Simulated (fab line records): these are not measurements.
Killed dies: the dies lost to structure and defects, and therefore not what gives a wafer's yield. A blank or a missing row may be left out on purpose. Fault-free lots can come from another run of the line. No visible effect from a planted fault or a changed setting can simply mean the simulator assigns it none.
The tool behind it: which one? | flow nand_harc | 36 wafers from 12 lots sampled at 6 of the route's 1302 steps

## WHAT THE GAUGES SHOWED, per wafer
NHARC_A_BLC_OVL_MEAS_11.
lot  | measured     | on         | overlay_x_nm (nm) | overlay_y_nm (nm)
L108 | day 23 01:08 | overlay-02 | -0.8 -1.2 -1.2    | -1.1 -0.9 -1.1
L109 | day 23 03:40 | overlay-01 | -0.8 -0.8 -0.6    | -0.4 -0.9 -0.8
L112 | day 23 14:43 | overlay-01 | -0.6 -0.6 -1.3    | 0.6 0.2 0.9
L110 | day 23 17:01 | overlay-01 | -1.3 -1.0 -1.1    | -0.3 -0.3 -0.1
L113 | day 25 08:59 | overlay-01 | -0.1 -0.1 0.1     | 0.1 0.3 0.6
L116 | day 26 07:41 | overlay-02 | 1.4 1.6 1.4       | 1.2 1.2 1.1
L123 | day 28 20:18 | overlay-01 | 1.1 0.5 0.9       | -1.1 -0.6 -0.7
L124 | day 29 17:36 | overlay-01 | -0.2 -0.6 -0.3    | -0.8 -0.5 0.0
L126 | day 29 19:21 | overlay-02 | -0.1 0.3 0.4      | -0.1 -0.2 -0.2
L129 | day 31 04:28 | overlay-02 | 1.1 1.8 1.0       | 0.3 0.8 0.6
L128 | day 31 06:30 | overlay-02 | 0.4 0.7 0.4       | -1.3 -0.5 -1.2
L131 | day 31 19:31 | overlay-01 | -0.4 -0.1 -1.2    | -1.2 -0.8 -1.0

NHARC_A_M0_CD_MEAS_09 targets a cd of 80 nm.
lot  | measured     | on        | cd_nm (nm)
L108 | day 23 05:05 | cd_sem-02 | 81.1 80.1 79.5
L109 | day 23 07:29 | cd_sem-02 | 80.9 80.5 80.4
L112 | day 23 18:39 | cd_sem-01 | 79.9 79.8 78.9
L110 | day 23 20:58 | cd_sem-02 | 80.2 81.2 80.7
L113 | day 25 12:50 | cd_sem-02 | 79.2 80.8 79.8
L116 | day 26 11:41 | cd_sem-03 | 80.1 79.0 80.8
L123 | day 29 00:07 | cd_sem-02 | 89.9 89.7 90.0
L124 | day 29 21:26 | cd_sem-02 | 87.6 87.9 87.7
L126 | day 29 23:12 | cd_sem-02 | 85.7 85.6 85.1
L129 | day 31 08:25 | cd_sem-01 | 81.1 81.0 80.6
L128 | day 31 10:47 | cd_sem-02 | 80.7 80.2 81.1
L131 | day 31 23:28 | cd_sem-03 | 80.1 79.5 79.6

NHARC_A_M0_CD_MEAS_16.
lot  | measured     | on        | cd_nm (nm)
L108 | day 23 05:34 | cd_sem-02 | 80.9 79.4 79.7
L109 | day 23 07:58 | cd_sem-01 | 80.0 79.1 79.9
L112 | day 23 19:11 | cd_sem-01 | 79.9 79.9 79.4
L110 | day 23 21:27 | cd_sem-01 | 80.1 81.2 81.1
L113 | day 25 13:19 | cd_sem-01 | 79.2 80.7 79.4
L116 | day 26 12:11 | cd_sem-03 | 79.6 78.9 79.7
L123 | day 29 00:39 | cd_sem-03 | 89.1 88.5 89.9
L124 | day 29 21:55 | cd_sem-03 | 87.7 86.8 87.2
L126 | day 29 23:41 | cd_sem-01 | 86.5 85.9 85.6
L129 | day 31 08:55 | cd_sem-03 | 80.5 81.3 81.6
L128 | day 31 11:16 | cd_sem-02 | 79.9 80.2 80.0
L131 | day 31 23:58 | cd_sem-03 | 80.6 79.8 79.9

## EACH LOT AND THE TOOL THAT RAN IT (in order: tool; ch and the chambers of the sampled wafers; start)
lot  | NHARC_A_CONTACT_CVD_19                   | NHARC_A_BLC_DESCUM_15              | NHARC_A_M0_EXPOSE_06
L108 | cvd_w-01 ch 0,1, day 23 01:08 or earlier | rie_diel-08 ch 1,3, day 23 01:14   | arfi_scanner-03 ch 0, day 23 04:56
L109 | cvd_w-01 ch 0,1, day 23 03:40 or earlier | rie_diel-09 ch 2,3, day 23 03:46   | arfi_scanner-03 ch 0, day 23 07:21
L112 | cvd_w-01 ch 0,1, day 23 14:43 or earlier | rie_diel-06 ch 0,1,2, day 23 14:49 | arfi_scanner-02 ch 0, day 23 18:31
L110 | cvd_w-02 ch 0,1, day 23 17:01 or earlier | rie_diel-06 ch 0,2,3, day 23 17:07 | arfi_scanner-01 ch 0, day 23 20:50
L113 | cvd_w-01 ch 0,1, day 25 08:59 or earlier | rie_diel-08 ch 0,1,2, day 25 09:06 | arfi_scanner-01 ch 0, day 25 12:42
L116 | cvd_w-02 ch 0, day 26 07:41 or earlier   | rie_diel-08 ch 0,1,2, day 26 07:47 | arfi_scanner-01 ch 0, day 26 11:33
L123 | cvd_w-02 ch 0,1, day 28 20:18 or earlier | rie_diel-08 ch 0,2,3, day 28 20:25 | arfi_scanner-03 ch 0, day 28 23:59
L124 | cvd_w-02 ch 0,1, day 29 17:36 or earlier | rie_diel-09 ch 0,1, day 29 17:42   | arfi_scanner-03 ch 0, day 29 21:17
L126 | cvd_w-01 ch 0,1, day 29 19:21 or earlier | rie_diel-08 ch 0,1,2, day 29 19:27 | arfi_scanner-03 ch 0, day 29 23:04
L129 | cvd_w-01 ch 0,1, day 31 04:28 or earlier | rie_diel-06 ch 1,3, day 31 04:35   | arfi_scanner-01 ch 0, day 31 08:17
L128 | cvd_w-02 ch 0, day 31 06:30 or earlier   | rie_diel-06 ch 1,2,3, day 31 06:37 | arfi_scanner-01 ch 0, day 31 10:38
L131 | cvd_w-02 ch 0,1, day 31 19:31 or earlier | rie_diel-06 ch 1,3, day 31 19:37   | arfi_scanner-01 ch 0, day 31 23:20
- NHARC_A_CONTACT_CVD_19: deposits W, target thk 300 nm, time 802 s.
- NHARC_A_BLC_DESCUM_15: chemistry O2, time 3 s.
- NHARC_A_M0_EXPOSE_06: exposes mask A M0, target cd 80 nm.

## AS READ BY THE TOOLS THEMSELVES (means over the sampled wafers that have a number; for cases with no such wafer, the mark the record gives instead)
NHARC_A_CONTACT_CVD_19.
lot  | tool     | heater_power_w (W) | throttle_valve_pct (%)
L108 | cvd_w-01 | 436                | 8.55
L109 | cvd_w-01 | 444                | 8.46
L112 | cvd_w-01 | 430                | 8.38
L110 | cvd_w-02 | 409                | 8.17
L113 | cvd_w-01 | 447                | 8.38
L116 | cvd_w-02 | 428                | 8.33
L123 | cvd_w-02 | 441                | 7.91
L124 | cvd_w-02 | 417                | 7.90
L126 | cvd_w-01 | 449                | 8.50
L129 | cvd_w-01 | 449                | 8.48
L128 | cvd_w-02 | 460                | 8.08
L131 | cvd_w-02 | 445                | 7.94

NHARC_A_BLC_DESCUM_15.
lot  | tool        | drypump_motor_current_A (A) | oes_product_au (a.u.) | rf_vpp_V (V) | showerhead_plenum_p_Torr (Torr) | throttle_valve_pct (%)
L108 | rie_diel-08 | 6.2                         | 0.987                 | 57.8         | 1.88                            | 11.304
L109 | rie_diel-09 | 5.3                         | 0.992                 | 57.7         | 1.88                            | 11.308
L112 | rie_diel-06 | 6.4                         | 1.008                 | 57.7         | 1.83                            | 11.315
L110 | rie_diel-06 | 5.9                         | 0.999                 | 58.1         | 1.83                            | 11.311
L113 | rie_diel-08 | 5.8                         | 0.989                 | 57.4         | 1.85                            | 11.312
L116 | rie_diel-08 | 5.8                         | 0.999                 | 57.3         | 1.85                            | 11.315
L123 | rie_diel-08 | 5.6                         | 0.999                 | 58.8         | 1.90                            | 11.316
L124 | rie_diel-09 | 5.5                         | 1.006                 | 58.5         | 1.89                            | 11.297
L126 | rie_diel-08 | 5.8                         | 1.001                 | 57.6         | 1.85                            | 11.305
L129 | rie_diel-06 | 5.8                         | 0.991                 | 57.4         | 1.78                            | 11.311
L128 | rie_diel-06 | 5.7                         | 0.996                 | 57.4         | 1.81                            | 11.315
L131 | rie_diel-06 | 5.8                         | 0.999                 | 58.1         | 1.78                            | 11.318

NHARC_A_M0_EXPOSE_06.
lot  | tool            | exposure_dose_mJ_cm2
L108 | arfi_scanner-03 | 83.40
L109 | arfi_scanner-03 | 83.24
L112 | arfi_scanner-02 | 83.35
L110 | arfi_scanner-01 | 83.26
L113 | arfi_scanner-01 | 83.23
L116 | arfi_scanner-01 | 83.16
L123 | arfi_scanner-03 | 95.88
L124 | arfi_scanner-03 | 93.40
L126 | arfi_scanner-03 | 91.31
L129 | arfi_scanner-01 | 83.19
L128 | arfi_scanner-01 | 83.21
L131 | arfi_scanner-01 | 83.30

## THE ANSWER, worked out from the rows above alone
Rule: the usual values come from the lots themselves. The widest of any qualifying gaps counts: lots, ordered by their means at a reading, are off when they make up no more than a third of the lots, leave a main group of 4 or more, and stand apart from it by 3 or more times the standard deviation of that group's means. Not used: any main group whose means are identical at the precision the tables above print for the reading. Also off: a lot with no number at a reading for which 4 or more lots have one. All remaining lots with rows at the step are treated as sound. First the gauges in route order, then the tools' own readings, where a lot's mean is used as printed above. At the first step where some lot is off, the reading lying furthest off is the one used; lots without a number count as furthest.
Off: L123, L124, L126 (NHARC_A_M0_CD_MEAS_09, cd_nm). For the main group the mean is 80.3 nm and the standard deviation 0.46.
A tool fits if, at a process step before that reading, it ran every lot that is off, and no sound lot after the first of them. Not tried: the gauges at NHARC_A_M0_CD_MEAS_09; whatever is off there is also off at NHARC_A_M0_CD_MEAS_16, on other tools, and gauge error can't account for it. NHARC_A_CONTACT_CVD_19: start missing for some lots; hours and lot order therefore follow NHARC_A_BLC_OVL_MEAS_11. One fits: NHARC_A_M0_EXPOSE_06 on arfi_scanner-03. A fault onset in the window from L109 (day 23 07:21, its last sound lot) to L123 (day 28 23:59, its first lot off) fits.
The tool's own readings at NHARC_A_M0_EXPOSE_06 bear it out: on the lots that are off they differ by more than 5 times the standard deviation of the sound lots' means. exposure_dose_mJ_cm2 reads 93.53 there against 83.26 on the sound lots.

## WHAT THE SIMULATOR HAD INSERTED
Drift in process parameters on arfi_scanner-03 at NHARC_A_M0_EXPOSE_06, starting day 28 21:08. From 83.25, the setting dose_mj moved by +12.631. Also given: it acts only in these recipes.
Shown lots that were struck: L123, L124, L126. Same finding as the rule above.
